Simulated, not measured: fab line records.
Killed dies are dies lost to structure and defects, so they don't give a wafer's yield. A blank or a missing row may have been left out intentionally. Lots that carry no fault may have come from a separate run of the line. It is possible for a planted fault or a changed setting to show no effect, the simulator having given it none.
fab line records -- flow n5_finfet
record: lots: 6, wafers: 16, last_day: 17
route steps=1938 shown BEOL_M3@962 BEOL_M4@1111 PASSIVATION@1936
lots with no fault: from the same line, run without faults
start_h: start of the lot's first displayed wafer, in hours after the record's first day -- wait_h: how many hours have passed since the lot's step before this one -- " same as the row above -- L1.1+2: several wafers, shown together as one row -- - either no value or no given start -- * or withheld: withheld -- < > ~ a bound
route shown NAME@n: a module of which the file shows steps, and the number in the route of the first -- usual: average and standard deviation across the fault-free wafers -- same: alike in all rows -- chamber/n: place in a boat -- sites: each site's reading -- _std_site: how widely they spread, as a standard deviation -- _edge_site: inner sites' mean taken away from outer sites' mean -- radius_mm: how far each site lies from the wafer's centre -- mask NAME#n: copy n -- behind: the last tool/chamber to shape the wafer -- hold: what put the lot on hold/how long, in hours/how the hold closed -- device: the n, p or np transistor that did not switch -- end of line: the tests these same wafers got at the end of their route -- for a step that has no rows: nothing shown but its recipe -- killed: the dies lost at the first sort to structure and to defects; this is not the yield of the wafer -- map: shows each die of a wafer: x if killed, . if not, _ if none is there
set.NAME: the setting the step ran with; set.NAME@STEP: the setting that earlier step ran with -- model.NAME: the simulator's own value behind a step, which no gauge read
lots at some steps of the route; a table a step, a row a wafer
services: the hour from which a tool's chamber was out of use, counted from the record's first day as start_h (under 0 if before that day), plus the number of hours and why
== steps ==
step: N5_BEOL_M3_SOFTBAKE_23
recipe: temp_c: 110, time_s: 60, resist: CAR-EUV
step: N5_BEOL_M3_EXPOSE_25
recipe: mask_id: V2, na: 0.33, source_shape: quasar, sigma_inner: 0.2, sigma_outer: 0.8, polarization: unpolarized, defocus_nm: 5, dose_mj: 63
step: N5_BEOL_M3_PEB_26
recipe: peb_temp_c: 100, peb_time_s: 60, resist: CAR-EUV
step: N5_BEOL_M3_DEVELOP_27
recipe: develop_time_s: 30, developer: TMAH, resist: CAR-EUV, rinse_liquid: surfactant_rinse, dry: air_spin, dev_temp_c: 23
step: N5_BEOL_M3_CD_MEAS_28
recipe: target_cd_nm: 25.7, landing_energy_ev: 500, detector: se_inlens, target_cd_y_nm: 23.3, polarity: opening
usual: cd_nm: 25.69/0.25
same: landing_energy_ev: 500
lot.wafer,tool,chamber,start_h,wait_h,cd_nm
L686.1,cd_sem-01,0,145.05,-,25.48
L686.2,cd_sem-01,0,145.05,-,25.98
L686.6,cd_sem-01,0,145.05,-,25.97
L691.2,cd_sem-02,0,179.93,-,25.42
L691.3,cd_sem-02,0,179.93,-,25.93
L691.6,cd_sem-02,0,179.93,-,26.02
L693.1,cd_sem-02,0,187.71,-,25.64
L693.3,cd_sem-02,0,187.71,-,25.73
L693.5,cd_sem-02,0,187.71,-,25.57
L701.1,cd_sem-02,0,229.44,-,25.91
L701.4,cd_sem-02,0,229.44,-,25.71
L706.2,cd_sem-02,0,263.47,-,25.55
L706.6,cd_sem-02,0,263.47,-,25.61
L708.1,cd_sem-01,0,277.10,-,25.65
L708.2,cd_sem-01,0,277.10,-,25.57
L708.4,cd_sem-01,0,277.10,-,25.45
step: N5_BEOL_M3_OVL_MEAS_29
recipe: points_per_wafer: 522
usual: V2_OVL: 0.1/0.74
lot.wafer,tool,chamber,start_h,wait_h,V2_OVL[nm]
L686.1,overlay-02,0,145.08,0.0,0.0
L686.2,overlay-02,0,145.08,0.0,-0.3
L686.6,overlay-02,0,145.08,0.0,-1.2
L691.2,overlay-02,0,179.97,0.0,1.0
L691.3,overlay-02,0,179.97,0.0,0.8
L691.6,overlay-02,0,179.97,0.0,0.5
L693.1,overlay-01,0,187.74,0.0,-0.1
L693.3,overlay-01,0,187.74,0.0,0.6
L693.5,overlay-01,0,187.74,0.0,-1.4
L701.1,overlay-02,0,229.47,0.0,-1.1
L701.4,overlay-02,0,229.47,0.0,0.3
L706.2,overlay-02,0,263.50,0.0,0.1
L706.6,overlay-02,0,263.50,0.0,0.4
L708.1,overlay-01,0,277.13,0.0,0.9
L708.2,overlay-01,0,277.13,0.0,-0.8
L708.4,overlay-01,0,277.13,0.0,0.0
step: N5_BEOL_M3_INSPECT_30
recipe: mode: adi, inspect_instrument: brightfield
usual: raw_defect_count: 383/81
lot.wafer,tool,chamber,start_h,wait_h,raw_defect_count
L686.1,defect_inspect-01,-,145.14,0.1,271
L686.2,defect_inspect-01,-,145.14,0.1,315
L686.6,defect_inspect-01,-,145.14,0.1,244
L691.2,defect_inspect-02,-,180.02,0.0,364
L691.3,defect_inspect-02,-,180.02,0.0,453
L691.6,defect_inspect-02,-,180.02,0.0,423
L693.1,defect_inspect-02,-,187.80,0.1,355
L693.3,defect_inspect-02,-,187.80,0.1,329
L693.5,defect_inspect-02,-,187.80,0.1,354
L701.1,defect_inspect-02,-,229.52,0.1,281
L701.4,defect_inspect-02,-,229.52,0.1,441
L706.2,defect_inspect-01,-,263.56,0.0,369
L706.6,defect_inspect-01,-,263.56,0.0,431
L708.1,defect_inspect-02,-,277.18,0.1,357
L708.2,defect_inspect-02,-,277.18,0.1,313
L708.4,defect_inspect-02,-,277.18,0.1,458
step: N5_BEOL_M3_DESCUM_33
recipe: chemistry: O2, time_s: 7, source_power_w: 50, bias_power_w: 20, pressure_mtorr: 20, rf_frequency_hz: 2.712e+07, temp_c: 40, resist: CAR-EUV, o2_flow_sccm: 225
usual: drypump_motor_current_A: 5.88/0.27, oes_product_au: 0.76/0.071, rf_vpp_V: 243.2/1.3, showerhead_plenum_p_Torr: 2.10/0.058, throttle_valve_pct: 20.44/0.25
lot.wafer,tool,chamber,start_h,wait_h,drypump_motor_current_A,oes_product_au,rf_hours_counter_h,rf_vpp_V,showerhead_plenum_p_Torr,throttle_valve_pct
L686.1,rie_diel-02,0,145.18,0.0,5.49,0.96,5,242.4,2.04,20.17
L686.2,rie_diel-02,2,145.18,0.0,5.96,0.76,154,243.6,2.11,20.25
L686.6,rie_diel-02,1,145.18,0.0,5.96,0.85,-,244.5,2.19,19.99
L691.2,rie_diel-06,1,180.05,0.0,6.49,0.86,54,243.6,2.12,20.11
L691.3,rie_diel-06,0,180.05,0.0,5.78,0.71,172,244.8,2.20,20.66
L691.6,rie_diel-06,0,180.05,0.0,5.77,0.71,-,244.5,2.20,20.67
L693.1,rie_diel-06,1,187.83,0.0,6.47,0.85,57,243.6,2.12,20.11
L693.3,rie_diel-06,3,187.83,0.0,5.79,0.70,216,243.8,2.09,20.81
L693.5,rie_diel-06,1,187.83,0.0,6.46,0.86,-,243.3,2.12,20.10
L701.1,rie_diel-06,3,229.56,0.0,5.79,0.70,229,244.3,2.08,20.84
L701.4,rie_diel-06,1,229.56,0.0,6.48,0.86,69,242.3,2.12,20.12
L706.2,rie_diel-02,1,263.59,0.0,5.98,0.79,89,243.5,2.18,20.05
L706.6,rie_diel-02,0,263.59,0.0,5.50,0.87,-,242.4,2.03,20.21
L708.1,rie_diel-02,3,277.22,0.0,6.16,0.86,40,241.1,2.05,20.18
L708.2,rie_diel-02,0,277.22,0.0,5.47,0.86,48,241.7,2.03,20.22
L708.4,rie_diel-02,2,277.22,0.0,5.97,0.71,197,242.4,2.10,20.32
step: N5_BEOL_M3_ETCH_77
recipe: chemistry: N2/H2, target: underlayer, target_depth_a: 65, mask_material: CAR-EUV, time_s: 5.2, ion_energy_ev: 200, pressure_mtorr: 30, source_w: 840, bias_w: 150, n2_flow_sccm: 200, h2_flow_sccm: 200, ends: cleared
usual: drypump_motor_current_A: 5.89/0.27, etch_rf_on_time_s: 5.18/0.2, n2_flow_sccm: 200.0/0.62, oes_product_au: 0.65/0.058, rf_vpp_V: 524.0/2.4, showerhead_plenum_p_Torr: 2.55/0.078, throttle_valve_pct: 17.83/0.24
lot.wafer,tool,chamber,start_h,wait_h,drypump_motor_current_A,etch_rf_on_time_s,n2_flow_sccm,oes_product_au,rf_hours_counter_h,rf_vpp_V,showerhead_plenum_p_Torr,throttle_valve_pct
L686.1,rie_diel-02,0,145.21,0.0,5.48,5.21,199.3,0.81,5,523.8,2.48,17.54
L686.2,rie_diel-02,2,145.21,0.0,5.96,5.00,200.6,0.65,154,525.9,2.55,17.69
L686.6,rie_diel-02,1,145.21,0.0,5.98,4.91,199.9,0.74,-,526.1,2.68,17.47
L691.2,rie_diel-06,1,180.09,0.0,6.50,5.31,200.1,0.73,54,524.0,2.56,17.37
L691.3,rie_diel-06,0,180.09,0.0,5.80,5.25,200.2,0.62,172,526.8,2.68,18.07
L691.6,rie_diel-06,0,180.09,0.0,5.79,5.16,200.5,0.62,-,527.0,2.68,18.10
L693.1,rie_diel-06,1,187.87,0.0,6.51,5.26,199.8,0.72,57,526.2,2.56,17.39
L693.3,rie_diel-06,3,187.87,0.0,5.77,5.60,199.9,0.59,216,523.1,2.51,18.08
L693.5,rie_diel-06,1,187.87,0.0,6.56,5.30,200.4,0.72,-,525.0,2.56,17.37
L701.1,rie_diel-06,3,229.59,0.0,5.77,5.56,199.2,0.57,229,522.3,2.51,18.13
L701.4,rie_diel-06,1,229.59,0.0,6.51,5.28,199.9,0.72,69,523.4,2.55,17.42
L706.2,rie_diel-02,1,263.62,0.0,5.97,4.97,199.0,0.69,89,528.0,2.67,17.52
L706.6,rie_diel-02,0,263.62,0.0,5.48,5.21,199.8,0.73,-,518.1,2.47,17.60
L708.1,rie_diel-02,3,277.25,0.0,6.14,5.07,200.5,0.73,40,520.4,2.50,17.78
L708.2,rie_diel-02,0,277.25,0.0,5.52,5.31,200.5,0.72,48,523.0,2.47,17.62
L708.4,rie_diel-02,2,277.25,0.0,5.98,5.14,200.0,0.62,197,522.4,2.53,17.76
step: N5_BEOL_M3_ETCH_69
recipe: chemistry: CF4, target: SiARC, target_depth_a: 156, mask_material: CAR-EUV, time_s: 26, ion_energy_ev: 80, pressure_mtorr: 40, source_w: 545, bias_w: 36, Ar_flow_sccm: 100, cf4_flow_sccm: 100, ends: cleared
usual: drypump_motor_current_A: 5.88/0.27, etch_rf_on_time_s: 25.9/1.1, oes_product_au: 0.65/0.058, rf_vpp_V: 184.2/1, showerhead_plenum_p_Torr: 2.15/0.052, throttle_valve_pct: 15.63/0.21
lot.wafer,tool,chamber,start_h,wait_h,drypump_motor_current_A,etch_rf_on_time_s,oes_product_au,rf_hours_counter_h,rf_vpp_V,showerhead_plenum_p_Torr,throttle_valve_pct
L686.1,rie_diel-02,0,145.23,0.0,5.45,26.3,0.80,5,183.4,2.12,15.41
L686.2,rie_diel-02,2,145.23,0.0,5.98,24.9,0.65,154,183.7,2.14,15.39
L686.6,rie_diel-02,1,145.23,0.0,5.98,25.0,0.74,-,184.6,2.26,15.33
L691.2,rie_diel-06,1,180.11,0.0,6.50,27.4,0.71,54,183.6,2.20,15.35
L691.3,rie_diel-06,0,180.11,0.0,5.79,26.0,0.62,172,186.1,2.21,15.65
L691.6,rie_diel-06,0,180.11,0.0,5.81,25.8,0.62,-,185.6,2.21,15.64
L693.1,rie_diel-06,1,187.89,0.0,6.52,27.0,0.71,57,183.8,2.20,15.36
L693.3,rie_diel-06,3,187.89,0.0,5.78,27.7,0.59,216,183.9,2.14,16.02
L693.5,rie_diel-06,1,187.89,0.0,6.50,26.7,0.72,-,186.0,2.19,15.36
L701.1,rie_diel-06,3,229.61,0.0,5.75,27.5,0.58,229,184.5,2.13,16.05
L701.4,rie_diel-06,1,229.61,0.0,6.48,27.2,0.70,69,183.4,2.19,15.38
L706.2,rie_diel-02,1,263.64,0.0,5.96,25.4,0.68,89,185.3,2.25,15.40
L706.6,rie_diel-02,0,263.64,0.0,5.47,26.8,0.72,-,183.4,2.11,15.48
L708.1,rie_diel-02,3,277.27,0.0,6.15,25.1,0.74,40,184.2,2.11,15.41
L708.2,rie_diel-02,0,277.27,0.0,5.48,27.1,0.72,48,183.4,2.11,15.50
L708.4,rie_diel-02,2,277.27,0.0,5.97,25.6,0.63,197,184.2,2.12,15.45
step: N5_BEOL_M3_ALD_98
recipe: material: SiO2, target_thk_a: 25, temp_c: 100, ald_precursor_family: BDEAS, ald_co_reactant: O2-plasma, pulse_time_s: 1, co_reactant_pulse_time_s: 1, purge_time_s: 2, co_reactant_purge_time_s: 2, ald_cycles: 17, pressure_torr: 2
usual: heater_power_w: 75/6.8, precursor_pulse_height_rel: 0.999/0.02
lot.wafer,tool,chamber,start_h,wait_h,heater_power_w,precursor_pulse_height_rel
L686.1,ald_sin-01,3,145.98,0.7,67,0.991
L686.2,ald_sin-01,0,145.98,0.7,88,1.008
L686.6,ald_sin-01,0,145.98,0.7,88,0.997
L691.2,ald_sin-02,3,180.19,0.1,64,0.973
L691.3,ald_sin-02,2,180.19,0.1,80,0.980
L691.6,ald_sin-02,2,180.19,0.1,79,0.972
L693.1,ald_sin-04,1,188.28,0.4,70,1.007
L693.3,ald_sin-04,3,188.28,0.4,73,0.975
L693.5,ald_sin-04,1,188.28,0.4,74,1.018
L701.1,ald_sin-01,3,229.85,0.2,71,0.996
L701.4,ald_sin-01,2,229.85,0.2,81,0.993
L706.2,ald_sin-02,2,264.21,0.5,80,0.970
L706.6,ald_sin-02,2,264.21,0.5,82,1.026
L708.1,ald_sin-01,1,277.35,0.1,68,0.972
L708.2,ald_sin-01,0,277.35,0.1,86,1.037
L708.4,ald_sin-01,2,277.35,0.1,81,1.026
step: N5_BEOL_M3_ETCHBACK_99
recipe: chemistry: CHF3, target: SiO2, target_depth_a: 50, time_s: 10.4, source_w: 215, bias_w: 47, Ar_flow_sccm: 200, CHF3_flow_sccm: 12, ion_energy_ev: 100, pressure_mtorr: 30
usual: drypump_motor_current_A: 5.90/0.27, oes_product_au: 0.78/0.077, rf_vpp_V: 240/9.3, showerhead_plenum_p_Torr: 2.16/0.059, throttle_valve_pct: 17.00/0.21
lot.wafer,tool,chamber,start_h,wait_h,drypump_motor_current_A,oes_product_au,rf_hours_counter_h,rf_vpp_V,showerhead_plenum_p_Torr,throttle_valve_pct
L686.1,rie_diel-06,2,147.64,1.6,6.01,0.73,189,237,2.10,16.96
L686.2,rie_diel-06,3,147.64,1.6,5.80,0.70,205,236,2.15,17.42
L686.6,rie_diel-06,0,147.64,1.6,5.78,0.74,-,242,2.22,17.05
L691.2,rie_diel-02,0,181.57,1.3,5.46,0.91,18,248,2.10,16.81
L691.3,rie_diel-02,3,181.57,1.3,6.13,0.93,9,225,2.12,16.78
L691.6,rie_diel-02,3,181.57,1.3,6.12,0.93,-,225,2.12,16.79
L693.1,rie_diel-06,3,193.49,5.2,5.78,0.69,217,237,2.14,17.44
L693.3,rie_diel-06,1,193.49,5.2,6.49,0.85,58,250,2.21,16.86
L693.5,rie_diel-06,3,193.49,5.2,5.80,0.69,-,236,2.14,17.43
L701.1,rie_diel-02,0,229.97,0.1,5.43,0.88,33,246,2.10,16.81
L701.4,rie_diel-02,1,229.97,0.1,5.98,0.82,-,248,2.27,16.86
L706.2,rie_diel-02,1,272.01,7.8,5.96,0.80,92,249,2.26,16.86
L706.6,rie_diel-02,1,272.01,7.8,5.97,0.80,-,248,2.26,16.88
L708.1,rie_diel-06,0,281.15,3.7,5.79,0.71,203,241,2.21,17.13
L708.2,rie_diel-06,3,281.15,3.7,5.77,0.67,244,235,2.13,17.48
L708.4,rie_diel-06,2,281.15,3.7,6.01,0.69,227,238,2.09,17.06
step: N5_BEOL_M3_ETCH_70
recipe: chemistry: N2/H2, target: SOC, target_depth_a: 800, overetch_a: 160, mask_material: SiARC, temp_c: 40, time_s: 120, ion_energy_ev: 200, pressure_mtorr: 30, source_w: 840, bias_w: 150, n2_flow_sccm: 200, h2_flow_sccm: 200
usual: drypump_motor_current_A: 5.91/0.27, n2_flow_sccm: 200.0/0.61, oes_product_au: 0.60/0.055, rf_vpp_V: 524.2/2.1, showerhead_plenum_p_Torr: 2.55/0.076, throttle_valve_pct: 17.70/0.23
lot.wafer,tool,chamber,start_h,wait_h,drypump_motor_current_A,n2_flow_sccm,oes_product_au,rf_hours_counter_h,rf_vpp_V,showerhead_plenum_p_Torr,throttle_valve_pct,model.SiARC_of_BEOL_M3_COAT_68.thk_nm
L686.1,rie_diel-06,2,147.67,0.0,6.06,200.0,0.55,189,524.9,2.49,17.55,6.2
L686.2,rie_diel-06,3,147.67,0.0,5.79,199.7,0.55,205,523.1,2.52,18.05,6.8
L686.6,rie_diel-06,0,147.67,0.0,5.82,200.8,0.56,-,525.7,2.68,18.02,6.2
L691.2,rie_diel-02,0,181.60,0.0,5.54,200.1,0.70,18,522.4,2.48,17.54,6.4
L691.3,rie_diel-02,3,181.60,0.0,6.12,200.1,0.69,10,524.0,2.52,17.71,6.4
L691.6,rie_diel-02,3,181.60,0.0,6.14,199.7,0.69,-,523.4,2.52,17.72,6.4
L693.1,rie_diel-06,3,193.53,0.0,5.80,199.9,0.54,217,522.8,2.51,18.07,7
L693.3,rie_diel-06,1,193.53,0.0,6.52,198.7,0.65,58,524.6,2.56,17.35,6.4
L693.5,rie_diel-06,3,193.53,0.0,5.80,200.1,0.54,-,523.2,2.51,18.06,6.8
L701.1,rie_diel-02,0,230.01,0.0,5.50,199.6,0.67,33,522.7,2.47,17.54,6.4
L701.4,rie_diel-02,1,230.01,0.0,5.98,199.9,0.62,-,528.4,2.67,17.46,3.8
L706.2,rie_diel-02,1,272.05,0.0,5.95,200.6,0.61,92,528.0,2.67,17.49,6
L706.6,rie_diel-02,1,272.05,0.0,5.98,200.2,0.61,-,526.3,2.67,17.47,3.8
L708.1,rie_diel-06,0,281.19,0.0,5.79,200.6,0.54,203,528.1,2.66,18.10,6.4
L708.2,rie_diel-06,3,281.19,0.0,5.77,199.6,0.53,244,523.0,2.50,18.11,7
L708.4,rie_diel-06,2,281.19,0.0,6.03,199.6,0.53,227,523.0,2.47,17.61,6.2
step: N5_BEOL_M3_STRIP_71
recipe: chemistry: N2/H2, temp_c: 40, n2_flow_sccm: 200, h2_flow_sccm: 200, rf_frequency_hz: 6e+07
step: N5_BEOL_M4_RC_MEAS_101
usual: DIBL_N: 36.8/2.2, DIBL_P: 37.1/2.8, IOFF_N: 0.17/0.04, IOFF_P: 0.22/0.049, ION_N: 672/16, ION_P: 460/9.2, SS_N: 71.6/0.69, SS_P: 73.5/0.78, VT_N: 249/3.6, VT_P: -250/3.9
lot.wafer,tool,chamber,start_h,wait_h,DIBL_N[mV/V],DIBL_P[mV/V],IOFF_N[nA/um],IOFF_P[nA/um],ION_N[uA/um],ION_P[uA/um],SS_N[mV/dec],SS_P[mV/dec],VT_N[mV],VT_P[mV]
L686.1,prober-01,0,158.57,0.0,39.2,38.3,0.20,0.22,666,451,72.8,74.1,248,-253
L686.2,prober-01,0,158.57,0.0,38.9,38.0,0.20,0.22,691,468,71.9,73.4,245,-251
L686.6,prober-01,0,158.57,0.0,38.0,37.4,0.19,0.21,694,462,71.5,73.3,247,-253
L691.2,prober-02,0,196.76,0.2,34.7,34.7,0.13,0.22,652,454,70.3,72.3,254,-249
L691.3,prober-02,0,196.76,0.2,34.8,34.4,0.13,0.19,671,466,71.0,73.3,253,-251
L691.6,prober-02,0,196.76,0.2,34.3,33.0,0.13,0.17,672,461,70.5,72.7,252,-252
L693.1,prober-02,0,207.65,0.0,40.3,41.0,0.24,0.26,712,473,72.6,74.9,241,-249
L693.3,prober-02,0,207.65,0.0,40.2,41.3,0.23,0.28,681,460,72.5,73.7,244,-248
L693.5,prober-02,0,207.65,0.0,40.7,41.0,0.23,0.27,696,469,72.1,74.8,245,-249
L701.1,prober-01,0,243.18,0.0,37.9,37.4,0.18,0.23,678,465,71.5,73.0,247,-248
L701.4,prober-01,0,243.18,0.0,37.7,36.9,0.16,0.21,672,465,72.0,73.9,249,-248
L706.2,prober-02,0,286.84,0.2,34.8,35.6,0.15,0.22,664,464,71.4,73.7,249,-248
L706.6,prober-02,0,286.84,0.2,38.3,41.1,0.23,0.34,677,468,72.2,74.8,245,-243
L708.1,prober-02,0,302.84,0.0,39.3,41.7,0.25,0.29,699,467,72.4,74.8,246,-249
L708.2,prober-02,0,302.84,0.0,34.7,37.2,0.15,0.22,696,471,71.4,73.1,246,-250
L708.4,prober-02,0,302.84,0.0,34.2,35.6,0.14,0.18,671,461,71.9,73.4,250,-253
step: N5_PASSIVATION_PROBE_49
usual: defect_limited_yield: 91.1/1.5, killed_at_M0_to_M3: 35/11, killed_at_M4_up: 13/5.7, killed_at_contacts: 12/5.7, killed_at_front_end: 40/11, killed_at_other: 4/4.4, killed_dies: 105/18, killed_open: 68/14, killed_short: 34/7.4, sort_bin_4_leakage: 0.00/0.011, sort_bin_5_function: 5.2/1, sort_bin_6_memory: 3.3/0.67, sort_bin_8_speed: 0.04/0.29, sort_n_pass: 1074/18, sort_yield_pct: 91.0/1.5
same: gross_dies: 1180, killed_at_back_side: 0
lot.wafer,tool,chamber,start_h,wait_h,defect_limited_yield[%],killed_at_M0_to_M3,killed_at_M4_up,killed_at_contacts,killed_at_front_end,killed_at_other,killed_dies,killed_open,killed_short,sort_bin_4_leakage[%],sort_bin_5_function[%],sort_bin_6_memory[%],sort_bin_8_speed[%],sort_n_pass,sort_yield_pct[%]
L706.2,prober-01,-,390.79,0.1,88.8,30,7,17,59,19,132,81,30,0,7.6,3.1,0,1048,88.8
L706.6,prober-01,-,390.99,0.3,85.7,53,9,9,65,33,169,91,46,0,10.3,3.6,0,1011,85.7
killed by level:class
L706.2 STI_FIN_REVEAL:geometric_particle:open=20 MOL_CONTACT_COAG:geometric_particle:open=15 MIM_TOP_ETCH:area_etch=13 FIN_SAQP:geometric_particle:short=8 BEOL_M0_SAQP:geometric_particle:open=7 GATE_CUT:geometric_particle:short=5 BEOL_M2:geometric_particle:open=5 BEOL_M1:geometric_particle:open=5
L706.6 MIM_TOP_ETCH:area_etch=29 STI_FIN_REVEAL:geometric_particle:open=18 FIN_SAQP:geometric_particle:short=11 BEOL_M0_SAQP:geometric_particle:short=11 BEOL_M0:geometric_particle:open=11 MOL_CONTACT_COAG:geometric_particle:open=9 BEOL_M0_SAQP:geometric_particle:open=8 BEOL_M2:geometric_particle:open=8
== services ==
tool,chamber,start_h,hours,kind
ald_sin-01,1,129.96,14.0,repair
rie_diel-02,3,133.06,-,clean
rie_diel-02,3,133.06,-,consumable_replace:focus_ring
rie_diel-02,3,133.06,21.0,scheduled_down
rie_diel-02,3,133.06,21.0,vent_cycle
ald_sin-02,1,152.20,10.6,repair
ald_sin-01,-,176.92,14.0,pm
ald_sin-01,0,176.92,14.0,vent_cycle
ald_sin-01,1,176.92,14.0,vent_cycle
ald_sin-01,2,176.92,14.0,vent_cycle
ald_sin-01,3,176.92,14.0,vent_cycle
ald_sin-01,0,190.92,-,clean
ald_sin-01,1,190.92,-,clean
ald_sin-01,2,190.92,-,clean
ald_sin-01,3,190.92,-,clean
ald_sin-01,-,214.57,0.5,repair
ald_sin-02,2,215.11,8.9,repair
ald_sin-01,-,218.36,6.1,pm
rie_diel-02,3,229.20,1.3,repair
ald_sin-02,3,233.26,14.0,repair
ald_sin-02,3,265.94,12.9,repair
ald_sin-04,1,267.90,17.3,repair
ald_sin-02,-,268.25,14.0,pm
ald_sin-01,2,279.66,12.0,repair
== key ==
first_sign none at tools or gauges
model_effect: step: N5_BEOL_M3_ETCH_70, value: SiARC_of_BEOL_M3_COAT_68.thk_nm, without: 6.1, struck: 3.8
met_at N5_BEOL_M3_ETCH_70
struck_wafers L701.4,L706.6
baseline_loss: step: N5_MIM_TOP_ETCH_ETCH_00, wafers: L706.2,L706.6
onset_between 181.60 230.01
fault: kind: process_parameter_drift, tool: rie_diel-02, chamber: -, onset_h: 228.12, steps: N5_BEOL_M3_ETCH_70, channel: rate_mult, offset: 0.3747, shape: step, end_h: 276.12, scope: struck_wafers_only
baseline_loss: these wafers lose ten dies or more at that step, a loss of the line's own and not of a fault; the sort's usual values leave them out
